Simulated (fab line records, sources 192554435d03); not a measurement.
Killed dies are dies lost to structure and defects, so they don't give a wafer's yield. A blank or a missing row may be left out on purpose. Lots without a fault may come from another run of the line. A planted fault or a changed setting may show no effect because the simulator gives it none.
Which tool did it? | flow n5_finfet | 24 lots, 72 wafers sampled, at 4 steps of a route of 1938

WHAT THE GAUGES READ, wafer by wafer
N5_BEOL_M7_CD_MEAS_18: pitch 80 nm, target cd 40 nm. Usual: cd_nm 39.9 nm, standard deviation 0.77.
lot  | measured     | on        | cd_nm (nm)     | flag
L074 | day 9 11:16  | cd_sem-01 | 40.3 40.0 39.4 |
L075 | day 9 14:34  | cd_sem-03 | 39.8 38.4 39.0 |
L077 | day 11 14:20 | cd_sem-02 | 40.8 41.3 40.4 |
L078 | day 11 17:13 | cd_sem-01 | 39.9 41.1 39.5 |
L083 | day 12 00:34 | cd_sem-02 | 39.8 38.5 39.1 |
L076 | day 12 00:50 | cd_sem-01 | 40.8 40.8 41.1 |
L081 | day 12 08:47 | cd_sem-02 | 40.1 40.3 39.6 |
L080 | day 12 12:06 | cd_sem-01 | 40.6 39.1 38.3 |
L079 | day 12 18:13 | cd_sem-02 | 39.9 40.0 40.3 |
L082 | day 12 21:21 | cd_sem-02 | 40.2 40.1 40.8 |
L084 | day 13 11:02 | cd_sem-02 | 40.2 40.6 40.0 |
L086 | day 13 16:35 | cd_sem-02 | 39.3 39.3 39.2 |
L085 | day 13 16:46 | cd_sem-03 | 40.2 41.5 40.6 |
L087 | day 13 20:21 | cd_sem-01 | 39.3 38.6 39.1 |
L088 | day 13 20:41 | cd_sem-03 | 38.5 40.3 39.9 |
L091 | day 14 11:11 | cd_sem-02 | 40.4 40.4 39.4 |
L089 | day 14 20:07 | cd_sem-02 | 40.7 40.6 39.0 |
L093 | day 15 06:59 | cd_sem-01 | 41.0 38.7 39.9 |
L090 | day 15 08:32 | cd_sem-02 | 38.6 39.9 40.1 |
L094 | day 15 16:18 | cd_sem-03 | 39.5 40.5 40.0 |
L092 | day 15 16:43 | cd_sem-03 | 39.7 41.6 40.0 |
L095 | day 15 22:10 | cd_sem-01 | 40.9 40.5 40.8 |
L096 | day 16 13:00 | cd_sem-01 | 38.3 38.8 40.4 |
L097 | day 16 15:49 | cd_sem-03 | 39.2 39.3 38.8 |

N5_BEOL_M7_INSPECT_30: inspects for defects (brightfield). Usual: raw_defect_count 478, standard deviation 100.
lot  | measured     | on                | raw_defect_count | flag
L074 | day 9 11:52  | defect_inspect-01 | 389 472 502      |
L075 | day 9 17:48  | defect_inspect-02 | 693 588 531      |
L077 | day 11 14:51 | defect_inspect-02 | 426 544 419      |
L078 | day 11 18:19 | defect_inspect-02 | 383 546 507      |
L083 | day 12 03:40 | defect_inspect-01 | 452 426 404      |
L076 | day 12 02:06 | defect_inspect-01 | 491 505 510      |
L081 | day 12 10:27 | defect_inspect-01 | 437 360 367      |
L080 | day 12 14:24 | defect_inspect-02 | 419 522 625      |
L079 | day 12 21:00 | defect_inspect-02 | 579 429 531      |
L082 | day 12 23:43 | defect_inspect-01 | 462 515 437      |
L084 | day 13 11:26 | defect_inspect-01 | 391 480 549      |
L086 | day 13 18:26 | defect_inspect-01 | 400 452 419      |
L085 | day 13 18:37 | defect_inspect-01 | 422 420 369      |
L087 | day 13 23:10 | defect_inspect-02 | 535 382 465      |
L088 | day 13 23:22 | defect_inspect-02 | 448 441 503      |
L091 | day 14 12:51 | defect_inspect-01 | 342 329 592      |
L089 | day 14 23:19 | defect_inspect-01 | 748 490 704      |
L093 | day 15 07:29 | defect_inspect-02 | 472 415 385      |
L090 | day 15 08:58 | defect_inspect-02 | 470 415 543      |
L094 | day 15 16:41 | defect_inspect-02 | 403 411 303      |
L092 | day 15 19:53 | defect_inspect-01 | 593 461 593      |
L095 | day 16 00:22 | defect_inspect-02 | 507 538 351      |
L096 | day 16 13:49 | defect_inspect-01 | 550 481 349      |
L097 | day 16 17:42 | defect_inspect-02 | 528 265 560      |

N5_BEOL_M7_CD_MEAS_35: target cd 40 nm. Usual: cd_nm 40.0 nm, standard deviation 0.72.
lot  | measured     | on        | cd_nm (nm)     | flag
L074 | day 9 12:29  | cd_sem-03 | 40.0 40.3 39.8 |
L075 | day 9 18:25  | cd_sem-03 | 40.1 38.2 39.4 |
L077 | day 11 15:40 | cd_sem-01 | 41.2 41.0 40.8 |
L078 | day 11 19:05 | cd_sem-02 | 40.8 40.2 39.5 |
L083 | day 12 04:24 | cd_sem-03 | 39.7 39.0 39.2 |
L076 | day 12 02:43 | cd_sem-01 | 40.7 41.2 41.4 |
L081 | day 12 11:09 | cd_sem-03 | 40.2 40.6 40.0 |
L080 | day 12 15:01 | cd_sem-01 | 40.5 39.5 38.4 |
L079 | day 12 21:52 | cd_sem-01 | 40.0 40.3 40.6 |
L082 | day 13 00:20 | cd_sem-02 | 40.0 39.5 40.8 |
L084 | day 13 12:03 | cd_sem-02 | 40.2 40.9 39.5 |
L086 | day 13 19:11 | cd_sem-01 | 39.7 39.7 39.2 |
L085 | day 13 19:20 | cd_sem-02 | 40.3 41.2 40.4 |
L087 | day 13 23:47 | cd_sem-03 | 39.8 39.0 39.5 |
L088 | day 14 00:29 | cd_sem-03 | 38.6 40.4 39.6 |
L091 | day 14 13:51 | cd_sem-03 | 40.1 40.4 39.3 |
L089 | day 14 23:56 | cd_sem-02 | 40.2 40.3 39.2 |
L093 | day 15 08:07 | cd_sem-01 | 40.9 38.7 39.6 |
L090 | day 15 09:35 | cd_sem-01 | 39.2 40.4 39.9 |
L094 | day 15 17:19 | cd_sem-03 | 39.3 40.4 39.8 |
L092 | day 15 20:31 | cd_sem-03 | 40.0 41.5 40.0 |
L095 | day 16 00:58 | cd_sem-01 | 40.5 40.4 41.2 |
L096 | day 16 14:52 | cd_sem-02 | 38.8 39.0 40.8 |
L097 | day 16 18:47 | cd_sem-01 | 39.3 39.9 38.9 |

WHICH TOOL RAN EACH LOT (tool, then ch and the chambers of the sampled wafers, then the start)
lot  | N5_BEOL_M7_HM_OPEN_17
L074 | rie_metal-02 ch 0, day 9 11:05
L075 | rie_metal-02 ch 0,1, day 9 14:25
L077 | rie_metal-01 ch 0,1, day 11 14:09
L078 | rie_metal-01 ch 0,1, day 11 17:02
L083 | rie_metal-02 ch 0,1, day 12 00:23
L076 | rie_metal-02 ch 0,1, day 12 00:39
L081 | rie_metal-01 ch 0,1, day 12 08:36
L080 | rie_metal-03 ch 0,1, day 12 11:53
L079 | rie_metal-02 ch 0,1, day 12 18:02
L082 | rie_metal-02 ch 0,1, day 12 21:01
L084 | rie_metal-01 ch 0,1, day 13 10:50
L086 | rie_metal-02 ch 0,1, day 13 16:24
L085 | rie_metal-02 ch 0,1, day 13 16:37
L087 | rie_metal-03 ch 0,1, day 13 20:04
L088 | rie_metal-03 ch 0,1, day 13 20:18
L091 | rie_metal-02 ch 0, day 14 10:53
L089 | rie_metal-03 ch 0,1, day 14 19:56
L093 | rie_metal-02 ch 0,1, day 15 06:49
L090 | rie_metal-03 ch 0,1, day 15 08:22
L094 | rie_metal-02 ch 0,1, day 15 16:01
L092 | rie_metal-02 ch 0,1, day 15 16:34
L095 | rie_metal-01 ch 0,1, day 15 21:59
L096 | rie_metal-02 ch 0,1, day 16 12:50
L097 | rie_metal-02 ch 0,1, day 16 15:33
- N5_BEOL_M7_HM_OPEN_17: chemistry Cl2/BCl3, target TiN, target depth 20 nm, overetch 6 nm.

WHAT THE TOOLS THEMSELVES READ (means of the sampled wafers that have a number; where no wafer has one, the mark that the record gives instead)
N5_BEOL_M7_HM_OPEN_17. Usual: drypump_motor_current_A 5.5 A, standard deviation 0.47; mfc_ar_sccm 25.00 sccm, standard deviation 0.071; oes_product_au 0.69 a.u., standard deviation 0.098; throttle_valve_pct 22.3 %, standard deviation 0.32.
lot  | tool         | drypump_motor_current_A (A) | mfc_ar_sccm (sccm) | oes_product_au (a.u.) | throttle_valve_pct (%) | flag
L074 | rie_metal-02 | 5.8                         | 25.00              | 0.53                  | 22.8                   |
L075 | rie_metal-02 | 5.5                         | 24.99              | 0.56                  | 22.7                   |
L077 | rie_metal-01 | 5.9                         | 24.98              | 0.74                  | 22.2                   |
L078 | rie_metal-01 | 5.7                         | 24.98              | 0.72                  | 22.1                   |
L083 | rie_metal-02 | 5.5                         | 25.04              | 0.74                  | 22.4                   |
L076 | rie_metal-02 | 5.5                         | 24.99              | 0.74                  | 22.4                   |
L081 | rie_metal-01 | 5.9                         | 24.95              | 0.74                  | 22.2                   |
L080 | rie_metal-03 | 5.7                         | 24.96              | 0.76                  | 21.7                   |
L079 | rie_metal-02 | 5.1                         | 25.02              | 0.65                  | 22.4                   |
L082 | rie_metal-02 | 5.1                         | 25.02              | 0.64                  | 22.5                   |
L084 | rie_metal-01 | 5.9                         | 24.96              | 0.73                  | 22.2                   |
L086 | rie_metal-02 | 5.1                         | 25.01              | 0.64                  | 22.4                   |
L085 | rie_metal-02 | 5.5                         | 24.97              | 0.73                  | 22.4                   |
L087 | rie_metal-03 | 5.8                         | 24.98              | 0.76                  | 21.7                   |
L088 | rie_metal-03 | 5.7                         | 25.00              | 0.76                  | 21.7                   |
L091 | rie_metal-02 | 5.8                         | 25.06              | 0.79                  | 22.3                   |
L089 | rie_metal-03 | 5.7                         | 25.06              | 0.74                  | 22.0                   |
L093 | rie_metal-02 | 5.1                         | 25.03              | 0.63                  | 22.5                   |
L090 | rie_metal-03 | 5.7                         | 24.97              | 0.74                  | 21.8                   |
L094 | rie_metal-02 | 5.5                         | 25.07              | 0.71                  | 22.4                   |
L092 | rie_metal-02 | 5.5                         | 25.00              | 0.71                  | 22.4                   |
L095 | rie_metal-01 | 5.7                         | 25.09              | 0.69                  | 22.2                   |
L096 | rie_metal-02 | 5.5                         | 24.92              | 0.70                  | 22.4                   |
L097 | rie_metal-02 | 5.5                         | 24.93              | 0.69                  | 22.4                   |

THE ANSWER, worked out from the rows above alone
Rule: a lot is off if the mean of its wafers that have a number lies more than 3 standard deviations from the usual mean. A lot without any number at a reading at which 4 lots or more have one is off too. The other lots that the step has rows for count as sound. The gauges are gone through in route order, then the tools' own readings, and for those a lot's mean is taken as printed above. The first step at which some lot is off is used, and at that step the reading that is off furthest; a lot without a number counts as furthest.
No lot is off at any reading shown: from this, nothing can be told.

WHAT THE SIMULATOR HAD PUT IN
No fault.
